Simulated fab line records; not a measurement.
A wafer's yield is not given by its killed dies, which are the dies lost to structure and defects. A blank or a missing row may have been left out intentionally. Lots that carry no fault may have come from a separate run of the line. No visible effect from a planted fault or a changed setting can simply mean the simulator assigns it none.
Which tool is to blame? + flow n5 finfet + 11 lots with 33 wafers sampled at 3 steps, on a route of 1938 steps

== WHAT THE GAUGES READ, wafer by wafer ==
N5_MIM_TOP_LITHO_OVL_MEAS_11.
| lot  | measured     | on         | MIM_TOP_OVL (nm) |
|------|--------------|------------|------------------|
| L715 | day 12 18:59 | overlay-01 | -6 -4 -10        |
| L716 | day 12 19:10 | overlay-02 | -6 1 -7          |
| L718 | day 13 18:14 | overlay-02 | -2 2 1           |
| L719 | day 13 18:24 | overlay-01 | 4 -1 0           |
| L720 | day 14 05:31 | overlay-01 | 10 -3 1          |
| L722 | day 14 09:29 | overlay-01 | -2 -5 -4         |
| L721 | day 14 09:53 | overlay-02 | -6 6 1           |
| L723 | day 14 09:56 | overlay-01 | 4 8 8            |
| L732 | day 17 00:52 | overlay-02 | -4 6 0           |
| L735 | day 17 06:20 | overlay-02 | -5 -4 -2         |
| L734 | day 17 06:42 | overlay-01 | -5 7 -3          |

N5_MIM_BOT_LITHO_OVL_MEAS_11.
| lot  | measured     | on         | MIM_BOT_OVL (nm) |
|------|--------------|------------|------------------|
| L715 | day 12 19:57 | overlay-02 | -8 -6 -2         |
| L716 | day 12 20:07 | overlay-02 | -4 -9 -9         |
| L718 | day 13 19:03 | overlay-01 | 5 1 9            |
| L719 | day 13 19:32 | overlay-02 | 7 -2 1           |
| L720 | day 14 06:33 | overlay-01 | -3 -3 0          |
| L722 | day 14 10:36 | overlay-01 | -8 -7 -3         |
| L721 | day 14 10:54 | overlay-01 | -9 0 -3          |
| L723 | day 14 11:07 | overlay-01 | 0 5 -3           |
| L732 | day 17 01:45 | overlay-02 | 6 -1 5           |
| L735 | day 17 07:09 | overlay-01 | -1 -1 6          |
| L734 | day 17 07:44 | overlay-01 | -6 -3 2          |

== WHICH TOOL RAN EACH LOT (tool, then ch and the chambers of the sampled wafers, then the start) ==
| lot  | N5_MIM_TOP_SPUTTER_03        |
|------|------------------------------|
| L715 | pvd sputter-03, day 12 18:34 |
| L716 | pvd sputter-02, day 12 18:35 |
| L718 | pvd sputter-03, day 13 17:49 |
| L719 | pvd sputter-02, day 13 17:50 |
| L720 | pvd sputter-01, day 14 04:58 |
| L722 | pvd sputter-02, day 14 09:04 |
| L721 | pvd sputter-02, day 14 09:28 |
| L723 | pvd sputter-03, day 14 09:29 |
| L732 | pvd sputter-03, day 17 00:19 |
| L735 | pvd sputter-01, day 17 05:55 |
| L734 | pvd sputter-02, day 17 06:16 |
- N5_MIM_TOP_SPUTTER_03: material TiN, target thk 35 nm, time 89.7 s.

== WHAT THE TOOLS THEMSELVES READ (means of the sampled wafers that have a number; where no wafer has one, the mark that the record gives instead) ==
N5_MIM_TOP_SPUTTER_03.
| lot  | tool           | substrate temp c (C) | throttle valve pct (%) |
|------|----------------|----------------------|------------------------|
| L715 | pvd sputter-03 | 200.11               | 30.1                   |
| L716 | pvd sputter-02 | 200.09               | 29.8                   |
| L718 | pvd sputter-03 | 200.03               | 28.6                   |
| L719 | pvd sputter-02 | 200.09               | 28.7                   |
| L720 | pvd sputter-01 | 200.04               | 30.5                   |
| L722 | pvd sputter-02 | 199.93               | 28.9                   |
| L721 | pvd sputter-02 | 200.03               | 28.8                   |
| L723 | pvd sputter-03 | 199.89               | 29.0                   |
| L732 | pvd sputter-03 | 200.02               | 30.1                   |
| L735 | pvd sputter-01 | 199.97               | 30.5                   |
| L734 | pvd sputter-02 | 199.98               | 29.2                   |

== THE ANSWER, worked out from the rows above alone ==
Rule: the usual values come from the lots themselves. The widest of any qualifying gaps counts: lots, ordered by their means at a reading, are off when they make up no more than a third of the lots, leave a main group of 4 or more, and stand apart from it by 3 or more times the standard deviation of that group's means. A main group is skipped when, at the precision printed for the reading in the tables above, its means are all equal. Also off: a lot with no number at a reading for which 4 or more lots have one. Any other lot the step has rows for is counted as sound. First the gauges in route order, then the tools' own readings, where a lot's mean is used as printed above. At the first step where some lot is off, the reading lying furthest off is the one used; lots without a number count as furthest.
Nothing can be told from this: no lot is off at any reading shown.

== WHAT THE SIMULATOR HAD INSERTED ==
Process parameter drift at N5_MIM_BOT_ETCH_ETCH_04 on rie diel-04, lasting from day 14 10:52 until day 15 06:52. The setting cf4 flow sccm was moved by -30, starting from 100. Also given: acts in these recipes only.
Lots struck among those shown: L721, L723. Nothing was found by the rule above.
